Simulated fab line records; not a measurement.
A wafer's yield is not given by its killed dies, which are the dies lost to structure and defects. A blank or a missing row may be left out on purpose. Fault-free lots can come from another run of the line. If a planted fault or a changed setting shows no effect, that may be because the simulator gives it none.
Which tool did it? :: flow n5Finfet :: 9 lots with 27 wafers sampled at 8 steps, on a route of 1938 steps

== WHAT THE GAUGES READ, wafer by wafer ==
N5_BEOL_M2_INSPECT_59: inspects for defects (darkfield).
lot: L816
measured: day 7 17:49
on: defectInspect-02
rawDefectCount: 64 26 55

lot: L818
measured: day 8 00:14
on: defectInspect-01
rawDefectCount: 78 58 101

lot: L820
measured: day 9 09:16
on: defectInspect-02
rawDefectCount: 113 107 98

lot: L823
measured: day 9 15:25
on: defectInspect-01
rawDefectCount: 60 60 99

lot: L825
measured: day 10 02:34
on: defectInspect-01
rawDefectCount: 56 51 1261

lot: L827
measured: day 10 17:29
on: defectInspect-01
rawDefectCount: 79 1314 45

lot: L830
measured: day 11 10:58
on: defectInspect-02
rawDefectCount: 74 78 100

lot: L833
measured: day 12 05:18
on: defectInspect-02
rawDefectCount: 71 72 84

lot: L834
measured: day 12 09:44
on: defectInspect-01
rawDefectCount: 67 115 103

N5_BEOL_M3_INSPECT_13: inspects for defects (brightfield).
lot: L816
measured: day 7 18:29
on: defectInspect-01
rawDefectCount: 479 470 423

lot: L818
measured: day 8 01:50
on: defectInspect-01
rawDefectCount: 455 300 449

lot: L820
measured: day 9 11:03
on: defectInspect-01
rawDefectCount: 475 531 607

lot: L823
measured: day 9 16:09
on: defectInspect-02
rawDefectCount: 424 520 537

lot: L825
measured: day 10 05:39
on: defectInspect-01
rawDefectCount: 271 412 1572

lot: L827
measured: day 10 21:23
on: defectInspect-01
rawDefectCount: 356 1561 265

lot: L830
measured: day 11 12:13
on: defectInspect-02
rawDefectCount: 426 413 561

lot: L833
measured: day 12 06:40
on: defectInspect-02
rawDefectCount: 466 442 339

lot: L834
measured: day 12 10:57
on: defectInspect-02
rawDefectCount: 400 470 507

N5_BEOL_M3_INSPECT_30: inspects for defects (brightfield).
lot: L816
measured: day 7 19:49
on: defectInspect-02
rawDefectCount: 472 475 411

lot: L818
measured: day 8 02:42
on: defectInspect-02
rawDefectCount: 428 283 412

lot: L820
measured: day 9 12:04
on: defectInspect-01
rawDefectCount: 474 549 617

lot: L823
measured: day 9 17:11
on: defectInspect-02
rawDefectCount: 408 511 523

lot: L825
measured: day 10 06:38
on: defectInspect-02
rawDefectCount: 280 386 1560

lot: L827
measured: day 10 22:23
on: defectInspect-01
rawDefectCount: 356 1537 286

lot: L830
measured: day 11 13:05
on: defectInspect-01
rawDefectCount: 406 417 611

lot: L833
measured: day 12 09:25
on: defectInspect-01
rawDefectCount: 425 408 330

lot: L834
measured: day 12 12:59
on: defectInspect-01
rawDefectCount: 392 460 473

N5_BEOL_M4_RC_MEAS_101.
lot: L816
measured: day 8 17:10
on: prober-02
DIBL_N (mV/V): 37.0 35.6 33.9
DIBL_P (mV/V): 37.4 35.8 33.4
IOFF_N (nA/um): 0.17 0.15 0.11
IOFF_P (nA/um): 0.22 0.20 0.16
ION_N (uA/um): 679 682 653
ION_P (uA/um): 462 463 451
SS_N (mV/dec): 72.2 72.4 71.4
SS_P (mV/dec): 73.4 72.9 72.3
VT_N (mV): 250 249 256
VT_P (mV): -252 -251 -253

lot: L818
measured: day 8 23:23
on: prober-02
DIBL_N (mV/V): 37.6 40.0 34.1
DIBL_P (mV/V): 35.2 40.5 33.2
IOFF_N (nA/um): 0.16 0.24 0.12
IOFF_P (nA/um): 0.20 0.31 0.17
ION_N (uA/um): 657 689 648
ION_P (uA/um): 450 466 447
SS_N (mV/dec): 72.0 72.2 70.2
SS_P (mV/dec): 73.0 74.5 72.8
VT_N (mV): 254 243 254
VT_P (mV): -249 -243 -254

lot: L820
measured: day 10 01:07
on: prober-01
DIBL_N (mV/V): 37.0 36.8 38.2
DIBL_P (mV/V): 35.8 35.4 36.5
IOFF_N (nA/um): 0.16 0.15 0.17
IOFF_P (nA/um): 0.21 0.19 0.21
ION_N (uA/um): 681 667 674
ION_P (uA/um): 465 454 457
SS_N (mV/dec): 71.8 71.2 72.0
SS_P (mV/dec): 74.2 73.2 73.9
VT_N (mV): 251 251 247
VT_P (mV): -250 -254 -252

lot: L823
measured: day 10 09:23
on: prober-01
DIBL_N (mV/V): 33.4 33.2 34.1
DIBL_P (mV/V): 35.1 34.9 36.0
IOFF_N (nA/um): 0.13 0.14 0.15
IOFF_P (nA/um): 0.19 0.20 0.22
ION_N (uA/um): 667 674 675
ION_P (uA/um): 470 464 470
SS_N (mV/dec): 71.4 71.3 71.1
SS_P (mV/dec): 72.7 73.4 73.8
VT_N (mV): 248 250 250
VT_P (mV): -248 -248 -244

lot: L825
measured: day 11 07:16
on: prober-02
DIBL_N (mV/V): 39.5 32.7 34.8
DIBL_P (mV/V): 42.5 34.3 35.9
IOFF_N (nA/um): 0.25 0.12 0.14
IOFF_P (nA/um): 0.28 0.16 0.18
ION_N (uA/um): 685 655 656
ION_P (uA/um): 468 451 448
SS_N (mV/dec): 71.5 70.2 70.5
SS_P (mV/dec): 74.9 72.8 73.0
VT_N (mV): 242 251 251
VT_P (mV): -246 -254 -255

lot: L827
measured: day 11 18:04
on: prober-01
DIBL_N (mV/V): 36.1 33.1 34.8
DIBL_P (mV/V): 35.7 33.1 34.8
IOFF_N (nA/um): 0.15 0.10 0.12
IOFF_P (nA/um): 0.22 0.18 0.20
ION_N (uA/um): 662 661 664
ION_P (uA/um): 457 463 469
SS_N (mV/dec): 72.0 71.2 71.0
SS_P (mV/dec): 73.1 72.2 72.6
VT_N (mV): 251 255 250
VT_P (mV): -249 -250 -250

lot: L830
measured: day 12 10:28
on: prober-02
DIBL_N (mV/V): 39.7 38.5 34.5
DIBL_P (mV/V): 41.2 39.9 35.4
IOFF_N (nA/um): 0.27 0.25 0.15
IOFF_P (nA/um): 0.32 0.29 0.23
ION_N (uA/um): 703 690 681
ION_P (uA/um): 470 471 467
SS_N (mV/dec): 73.1 72.2 71.6
SS_P (mV/dec): 74.6 75.1 73.0
VT_N (mV): 241 244 248
VT_P (mV): -245 -245 -249

lot: L833
measured: day 13 03:22
on: prober-01
DIBL_N (mV/V): 35.8 38.1 35.3
DIBL_P (mV/V): 35.4 37.6 34.9
IOFF_N (nA/um): 0.17 0.18 0.15
IOFF_P (nA/um): 0.22 0.23 0.22
ION_N (uA/um): 684 678 655
ION_P (uA/um): 471 467 456
SS_N (mV/dec): 71.1 72.0 71.4
SS_P (mV/dec): 73.1 73.7 73.0
VT_N (mV): 249 250 251
VT_P (mV): -247 -249 -249

lot: L834
measured: day 13 12:14
on: prober-02
DIBL_N (mV/V): 35.0 34.7 32.9
DIBL_P (mV/V): 35.1 34.8 32.7
IOFF_N (nA/um): 0.13 0.15 0.10
IOFF_P (nA/um): 0.19 0.19 0.16
ION_N (uA/um): 655 681 656
ION_P (uA/um): 452 468 455
SS_N (mV/dec): 71.1 71.2 71.0
SS_P (mV/dec): 72.8 73.5 72.0
VT_N (mV): 255 251 259
VT_P (mV): -252 -250 -254

== WHICH TOOL RAN EACH LOT (tool, then ch and the chambers of the sampled wafers, then the start) ==
lot: L816
N5_BEOL_M2_ANNEAL_89: pvdSputter-02, day 7 15:56
N5_BEOL_M2_CMP_52: cmp-01 ch 0,3, day 7 17:14
N5_BEOL_M2_PRE_CLEAN_60: cvdCo-01 ch 1,2, day 7 17:34
N5_BEOL_M3_PECVD_72: pecvd-03 ch 0,1,2, day 7 17:57

lot: L818
N5_BEOL_M2_ANNEAL_89: pvdSputter-03, day 7 22:16
N5_BEOL_M2_CMP_52: cmp-03 ch 0,1,2, day 7 23:40
N5_BEOL_M2_PRE_CLEAN_60: cvdCo-02 ch 1,2, day 7 23:59
N5_BEOL_M3_PECVD_72: pecvd-02 ch 0,2, day 8 00:23

lot: L820
N5_BEOL_M2_ANNEAL_89: pvdSputter-01, day 9 07:22
N5_BEOL_M2_CMP_52: cmp-03 ch 0,3, day 9 08:40
N5_BEOL_M2_PRE_CLEAN_60: cvdCo-01 ch 0,1,2, day 9 09:00
N5_BEOL_M3_PECVD_72: pecvd-03 ch 0,1, day 9 09:25

lot: L823
N5_BEOL_M2_ANNEAL_89: pvdSputter-02, day 9 13:07
N5_BEOL_M2_CMP_52: cmp-01 ch 1,3, day 9 14:45
N5_BEOL_M2_PRE_CLEAN_60: cvdCo-01 ch 0,2, day 9 15:03
N5_BEOL_M3_PECVD_72: pecvd-02 ch 0,1,2, day 9 15:33

lot: L825
N5_BEOL_M2_ANNEAL_89: pvdSputter-02, day 10 00:37
N5_BEOL_M2_CMP_52: cmp-03 ch 0,2,3, day 10 01:59
N5_BEOL_M2_PRE_CLEAN_60: cvdCo-02 ch 0,1,2, day 10 02:17
N5_BEOL_M3_PECVD_72: pecvd-02 ch 0,1,2, day 10 02:42

lot: L827
N5_BEOL_M2_ANNEAL_89: pvdSputter-01, day 10 15:20
N5_BEOL_M2_CMP_52: cmp-03 ch 1,2, day 10 16:54
N5_BEOL_M2_PRE_CLEAN_60: cvdCo-01 ch 0,1,2, day 10 17:14
N5_BEOL_M3_PECVD_72: pecvd-01 ch 0,1,2, day 10 17:37

lot: L830
N5_BEOL_M2_ANNEAL_89: pvdSputter-03, day 11 09:04
N5_BEOL_M2_CMP_52: cmp-02 ch 0,2, day 11 10:25
N5_BEOL_M2_PRE_CLEAN_60: cvdCo-01 ch 1,2, day 11 10:43
N5_BEOL_M3_PECVD_72: pecvd-01 ch 1,2, day 11 11:06

lot: L833
N5_BEOL_M2_ANNEAL_89: pvdSputter-03, day 12 03:22
N5_BEOL_M2_CMP_52: cmp-01 ch 0,1,3, day 12 04:42
N5_BEOL_M2_PRE_CLEAN_60: cvdCo-02 ch 0,2, day 12 05:02
N5_BEOL_M3_PECVD_72: pecvd-02 ch 0,2, day 12 05:28

lot: L834
N5_BEOL_M2_ANNEAL_89: pvdSputter-03, day 12 07:51
N5_BEOL_M2_CMP_52: cmp-02 ch 0,3, day 12 09:08
N5_BEOL_M2_PRE_CLEAN_60: cvdCo-02 ch 0,1,2, day 12 09:28
N5_BEOL_M3_PECVD_72: pecvd-02 ch 0,2, day 12 10:08
- N5_BEOL_M2_ANNEAL_89: time 240 s.
- N5_BEOL_M2_CMP_52: polishes, stops on SiOC, t overpolish 6.8 s, target thk 40 nm.
- N5_BEOL_M2_PRE_CLEAN_60: time 15 s.
- N5_BEOL_M3_PECVD_72: deposits SiO2 from TEOS/O2, target thk 16 nm, time 18 s.

== AS READ BY THE TOOLS THEMSELVES (means over the sampled wafers that have a number; for cases with no such wafer, the mark the record gives instead) ==
N5_BEOL_M2_ANNEAL_89.
lot: L816
tool: pvdSputter-02
heaterPowerW (W): 817

lot: L818
tool: pvdSputter-03
heaterPowerW (W): 858

lot: L820
tool: pvdSputter-01
heaterPowerW (W): 832

lot: L823
tool: pvdSputter-02
heaterPowerW (W): 861

lot: L825
tool: pvdSputter-02
heaterPowerW (W): 815

lot: L827
tool: pvdSputter-01
heaterPowerW (W): 817

lot: L830
tool: pvdSputter-03
heaterPowerW (W): 844

lot: L833
tool: pvdSputter-03
heaterPowerW (W): 863

lot: L834
tool: pvdSputter-03
heaterPowerW (W): 872

N5_BEOL_M2_CMP_52.
lot: L816
tool: cmp-01
barrierFieldEndpointS (s): 25.7
clearingPlatenRpm (rpm): 50.007
motorCurrentA (A): 6.1
overpolishRunS (s): 6.792
timeToEndpointS (s): 71

lot: L818
tool: cmp-03
barrierFieldEndpointS (s): 23.7
clearingPlatenRpm (rpm): 49.998
motorCurrentA (A): 5.6
overpolishRunS (s): 6.794
timeToEndpointS (s): 57

lot: L820
tool: cmp-03
barrierFieldEndpointS (s): 23.8
clearingPlatenRpm (rpm): 49.989
motorCurrentA (A): 6.1
overpolishRunS (s): 6.802
timeToEndpointS (s): 61

lot: L823
tool: cmp-01
barrierFieldEndpointS (s): 25.5
clearingPlatenRpm (rpm): 50.000
motorCurrentA (A): 6.4
overpolishRunS (s): 6.794
timeToEndpointS (s): 66

lot: L825
tool: cmp-03
barrierFieldEndpointS (s): 24.3
clearingPlatenRpm (rpm): 50.019
motorCurrentA (A): 6.0
overpolishRunS (s): 6.795
timeToEndpointS (s): 59

lot: L827
tool: cmp-03
barrierFieldEndpointS (s): 23.6
clearingPlatenRpm (rpm): 50.018
motorCurrentA (A): 5.4
overpolishRunS (s): 6.807
timeToEndpointS (s): 54

lot: L830
tool: cmp-02
barrierFieldEndpointS (s): 23.8
clearingPlatenRpm (rpm): 49.996
motorCurrentA (A): 5.6
overpolishRunS (s): 6.803
timeToEndpointS (s): 59

lot: L833
tool: cmp-01
barrierFieldEndpointS (s): 24.7
clearingPlatenRpm (rpm): 49.973
motorCurrentA (A): 6.4
overpolishRunS (s): 6.808
timeToEndpointS (s): 67

lot: L834
tool: cmp-02
barrierFieldEndpointS (s): 25.3
clearingPlatenRpm (rpm): 50.023
motorCurrentA (A): 5.8
overpolishRunS (s): 6.790
timeToEndpointS (s): 65

N5_BEOL_M2_PRE_CLEAN_60.
lot: L816
tool: cvdCo-01
heaterPowerW (W): 85

lot: L818
tool: cvdCo-02
heaterPowerW (W): 101

lot: L820
tool: cvdCo-01
heaterPowerW (W): 89

lot: L823
tool: cvdCo-01
heaterPowerW (W): 71

lot: L825
tool: cvdCo-02
heaterPowerW (W): 102

lot: L827
tool: cvdCo-01
heaterPowerW (W): 90

lot: L830
tool: cvdCo-01
heaterPowerW (W): 87

lot: L833
tool: cvdCo-02
heaterPowerW (W): 101

lot: L834
tool: cvdCo-02
heaterPowerW (W): 99

N5_BEOL_M3_PECVD_72.
lot: L816
tool: pecvd-03
heaterPowerW (W): 620
showerheadPlenumPTorr (Torr): 8.80
throttleValvePct (%): 22.9

lot: L818
tool: pecvd-02
heaterPowerW (W): 682
showerheadPlenumPTorr (Torr): 8.72
throttleValvePct (%): 22.1

lot: L820
tool: pecvd-03
heaterPowerW (W): 709
showerheadPlenumPTorr (Torr): 8.80
throttleValvePct (%): 22.9

lot: L823
tool: pecvd-02
heaterPowerW (W): 758
showerheadPlenumPTorr (Torr): 8.72
throttleValvePct (%): 22.6

lot: L825
tool: pecvd-02
heaterPowerW (W): 726
showerheadPlenumPTorr (Torr): 8.73
throttleValvePct (%): 22.3

lot: L827
tool: pecvd-01
heaterPowerW (W): 755
showerheadPlenumPTorr (Torr): 8.86
throttleValvePct (%): 23.5

lot: L830
tool: pecvd-01
heaterPowerW (W): 649
showerheadPlenumPTorr (Torr): 8.85
throttleValvePct (%): 23.3

lot: L833
tool: pecvd-02
heaterPowerW (W): 671
showerheadPlenumPTorr (Torr): 8.73
throttleValvePct (%): 22.4

lot: L834
tool: pecvd-02
heaterPowerW (W): 653
showerheadPlenumPTorr (Torr): 8.70
throttleValvePct (%): 21.6

== THE ANSWER, worked out from the rows above alone ==
Rule: what is usual is taken from the lots themselves. The widest of any qualifying gaps counts: lots, ordered by their means at a reading, are off when they make up no more than a third of the lots, leave a main group of 4 or more, and stand apart from it by 3 or more times the standard deviation of that group's means. If all means in a main group match to the digits the tables above print for the reading, that group is not used. Also off: a lot with no number at a reading for which 4 or more lots have one. The other lots that the step has rows for count as sound. The gauges are gone through in route order, then the tools' own readings, and for those a lot's mean is taken as printed above. At the first step where some lot is off, the reading lying furthest off is the one used; lots without a number count as furthest.
Off: L825, L827, at N5_BEOL_M2_INSPECT_59 (rawDefectCount). For the main group the mean is 80 and the standard deviation 17.
A tool fits if, at a process step before that reading, it ran every lot that is off, and no sound lot after the first of them. Gauges at N5_BEOL_M2_INSPECT_59: tried the same way as those tools. One fits: N5_BEOL_M2_CMP_52 on cmp-03. Its last sound lot is L820 (day 9 08:40), its first lot that is off L825 (day 10 01:59): a fault that began between those two fits.

== WHAT WAS PUT IN BY THE SIMULATOR ==
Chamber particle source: cmp-03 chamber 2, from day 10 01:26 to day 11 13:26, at N5_BEOL_M2_CMP_52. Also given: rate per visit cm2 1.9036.
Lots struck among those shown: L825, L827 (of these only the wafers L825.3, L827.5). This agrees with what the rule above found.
